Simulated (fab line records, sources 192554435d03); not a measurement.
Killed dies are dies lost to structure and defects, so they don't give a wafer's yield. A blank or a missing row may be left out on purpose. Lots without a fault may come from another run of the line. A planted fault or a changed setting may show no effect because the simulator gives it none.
Split-lot experiment | flow n5_finfet | 7 lots, 21 wafers read, on a route of 1938 steps

THE SPLIT
At N5_SDB_COAT_04 (time 60 s, resist thk 18 nm), the setting spin_rpm was moved away from the recipe's 1500 rpm on 5 of the 21 wafers read, by -7.7% to +5.7%. The other wafers ran this setting at the recipe's value.

FROM THE SPLIT TO THE READING: what the file shows between them, 7 steps
- N5_SDB_COAT_05: resist thk 90 nm (also split here: spin_rpm)
- N5_SDB_EBR_07
- N5_SDB_SOFTBAKE_06: time 60 s
- N5_SDB_EXPOSE_08: exposes mask SDB
- N5_SDB_PEB_09: peb time 60 s
- N5_SDB_DEVELOP_10: develop time 30 s
- N5_SDB_DESCUM_16: chemistry O2, time 7.9 s

THE READING
etch.depth_nm (the simulator's own value, which no gauge read), in nm, at N5_SDB_ETCH_17 (etches SiARC in CF4, target depth 23.4 nm, time 39 s). The file gives no usual value for it. The 16 wafers here that ran the recipe average 17.99 nm, standard deviation 0.048 nm.

wafer  | tool, chamber at the split | spin_rpm as run, rpm | against the recipe | etch.depth_nm, nm | against lot-mates on the recipe
L076.1 | litho_track-01, 0          | 1500                 | recipe             | 18.01             | -
L076.4 | litho_track-01, 0          | 1500                 | recipe             | 18.04             | -
L076.6 | litho_track-01, 0          | 1500                 | recipe             | 18.04             | -
L079.1 | litho_track-03, 0          | 1500                 | recipe             | 17.99             | -
L079.3 | litho_track-03, 0          | 1500                 | recipe             | 17.95             | -
L079.6 | litho_track-03, 0          | 1500                 | recipe             | 18.01             | -
L080.1 | litho_track-04, 0          | 1500                 | recipe             | 17.89             | -
L080.3 | litho_track-04, 0          | 1384                 | -7.7%              | 18.67             | +0.78
L080.4 | litho_track-04, 0          | 1384                 | -7.7%              | 18.63             | +0.74
L082.2 | litho_track-04, 0          | 1500                 | recipe             | 17.97             | -
L082.3 | litho_track-04, 0          | 1500                 | recipe             | 17.9              | -
L082.5 | litho_track-04, 0          | 1500                 | recipe             | 17.95             | -
L086.2 | litho_track-04, 0          | 1500                 | recipe             | 18.04             | -
L086.3 | litho_track-04, 0          | 1500                 | recipe             | 18.06             | -
L086.5 | litho_track-04, 0          | 1500                 | recipe             | 18                | -
L089.2 | litho_track-04, 0          | 1586                 | +5.7%              | 17.45             | -0.50
L089.4 | litho_track-04, 0          | 1586                 | +5.7%              | 17.48             | -0.47
L089.6 | litho_track-04, 0          | 1500                 | recipe             | 17.95             | -
L090.1 | litho_track-03, 0          | 1408                 | -6.1%              | 18.63             | +0.63
L090.5 | litho_track-03, 0          | 1500                 | recipe             | 17.99             | -
L090.6 | litho_track-03, 0          | 1500                 | recipe             | 18.01             | -

THE FIT
A straight line over all 21 wafers: etch.depth_nm changes by -0.0905 nm for each +1% of spin_rpm; r = -0.99; the points scatter about the line by 0.051 nm.
The same after taking each lot's own level away (the mean of its wafers on the recipe; 21 wafers): -0.0945 nm for each +1%; r = -1.00; scatter 0.03 nm.
On that fit, the largest move of spin_rpm shifts the reading by 0.73 nm.
The lots' own levels span 17.890 to 18.033 nm, that is 3.0 times the standard deviation above.
So the lot-to-lot level changes the slope little: the two slopes agree.
Check: with one of the wafers moved furthest among these (-7.7%) left out of the fit, the line predicts +0.726 nm for it against its lot-mates. It came out at +0.78 nm against them.

OTHER SPLITS ON THESE WAFERS
These wafers also went through other splits before the reading. Each is held against what the fit with the lots' levels taken away leaves over:
other split on the same wafers | wafers away from the commonest value | r with etch.depth_nm (lot level and that fit taken away)
N5_SD_EPI_P_PEB_07 peb_time_s  | 7                                    | -0.15
N5_SDB_COAT_05 spin_rpm        | 6                                    | -0.09

THE WHOLE CHAIN: every reading that the file lists as answering this split, in the file's order
step           | what it does                                         | reading                                                                      | change (the file's fit)               | r (the file's)
N5_SDB_COAT_04 | time 60 s, resist thk 18 nm                          | SiARC_of_SDB_COAT_04.thk_nm (the simulator's own value, which no gauge read) | -0.102 nm for each +1% of the setting | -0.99
N5_SDB_ETCH_17 | etches SiARC in CF4, target depth 23.4 nm, time 39 s | etch.depth_nm (the simulator's own value, which no gauge read)               | -0.096 nm for each +1% of the setting | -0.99

THE FILE'S OWN FIT
etch.depth_nm changes by -0.096 nm for each +1% of spin_rpm, r = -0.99.
